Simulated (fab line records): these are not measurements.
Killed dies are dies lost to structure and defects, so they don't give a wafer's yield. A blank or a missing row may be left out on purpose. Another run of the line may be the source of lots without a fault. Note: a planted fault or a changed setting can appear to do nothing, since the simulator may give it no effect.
A lot that was struck, set against a sound lot | flow nandHarc | 18 out of 1159 route steps
Sound: the wafers L845.2, L845.4, L845.5. Struck: wafer L856.4. (L856.2, L856.6 of the same lot were not struck and are left out.) The cause comes at the end.
Order at every step that has rows: each side's tool, ch and its chambers, its first start. Under that, the readings that differ: sound wafers | struck wafers | difference of the means | sigmas: that difference in standard deviations of wafers without a fault.
alike: readings whose means differ by less than 2 such deviations, and words and numbers that are the same on both sides. not compared: withheld readings, readings that some wafer has no value for, bounds like >300 that may hide the same value, and numbers for which the record gives no deviation and whose values overlap.
The two part at a step that has a row with sigmas, a row that says differs or no value, or rows on one side only. Non-overlapping numbers with no deviation appear without sigmas and do not part them. A reading missing from all wafers of one side parts the sides only when that side holds two or more wafers.

first, 2 steps without rows for these wafers: NHARC_P_BONDPAD_ETCH_37 (etches the open film in N2/H2, target depth 60 nm, overetch 18 nm, time 65.91 s); NHARC_P_BONDPAD_ETCH_12 (etches the open film in CHF3/O2, target depth 200 nm, time 100 s).
NHARC_P_BONDPAD_CD_MEAS_13:
  sound on cdSem-02, day 7 08:07; struck on cdSem-01, day 10 12:50
  alike: cdNm
then, 3 steps without rows for these wafers: NHARC_P_BONDPAD_STRIP_15 (strips in O2); NHARC_P_BONDPAD_ETCH_24 (etches the open film in CF4/N2, target depth 30 nm, time 72.99 s); NHARC_P_BONDPAD_STRIP_16 (strips in post etch residue remover, time 600 s).
NHARC_P_BONDPAD_DEGAS_25: time 60 s.
  sound on pvdSputter-02, day 7 08:45; struck on pvdSputter-01, day 10 13:32
  alike: heaterPowerW
NHARC_P_BONDPAD_PRE_CLEAN_26: time 30 s.
  sound on pvdSputter-02; struck on pvdSputter-01
  alike: heaterPowerW
NHARC_P_BONDPAD_PVD_17: deposits TaN, target thk 5 nm, time 8.06 s.
  sound on pvdSputter-02; struck on pvdSputter-01
  alike: substrateTempC, throttleValvePct
then, 2 steps without rows for these wafers: NHARC_P_BONDPAD_PVD_27 (deposits Cu, target thk 30 nm, time 20.49 s); NHARC_P_BONDPAD_ECD_18 (material Cu, target thk 400 nm).
NHARC_P_BONDPAD_ANNEAL_28: time 90 s.
  sound on rtpAnneal-02 ch 0, day 7 09:32; struck on rtpAnneal-02 ch 0, day 10 14:19
  alike: wafer_temp_C_max
NHARC_P_BONDPAD_CMP_19: polishes, t overpolish 30 s, cu recess touch 16 s, target thk 160.81 nm.
  sound on cmp-02 ch 0,1, day 7 09:50; struck on cmp-04 ch 2, day 10 14:37
  alike: motorCurrentA, overpolishRunS
NHARC_P_BONDPAD_THK_MEAS_20: measures by xrf.
  sound on filmMetro-01, day 7 10:10; struck on filmMetro-01, day 10 14:56
  alike: thkNm
then, 1 step without rows for these wafers: NHARC_P_BONDPAD_SRD_21 (time 30 s, dry time 20 s).
NHARC_P_BONDPAD_INSPECT_23:
  sound on defectInspect-02, day 7 10:24; struck on defectInspect-02, day 10 15:10
reading        | sound       | struck | difference | sigmas
rawDefectCount | 255 318 273 | 1488   | +1206      | +9
NHARC_P_BONDPAD_ACTIVATE_29: chemistry N2, time 60 s.
  sound on rieDiel-12 ch 0,1,2, day 7 10:35; struck on rieDiel-12 ch 3, day 10 15:15
reading                  | sound          | struck | difference | sigmas
drypumpMotorCurrentA (A) | 6.1 5.6 5.7    | 4.8    | -1.0       | -2
rfVppV (V)               | 64.3 64.4 63.8 | 61.6   | -2.6       | -3
  alike: oesProductAu, showerheadPlenumPTorr
  not compared: rfHoursCounterH
-- break in the record here, with 13 days between the starts of the struck wafers on either side (left off in module P_BONDPAD, picked up again in module END, where the first step shown is number 1159 on the route) --
NHARC_END_SORT_01:
  at this point the record logs the struck wafers (prober-02 ch 0, day 23 10:41) and has no rows for the sound ones

WHERE THEY PART
At NHARC_P_BONDPAD_INSPECT_23 first; at NHARC_END_SORT_01 last (within this record only).

WHY: the cause the simulator had injected
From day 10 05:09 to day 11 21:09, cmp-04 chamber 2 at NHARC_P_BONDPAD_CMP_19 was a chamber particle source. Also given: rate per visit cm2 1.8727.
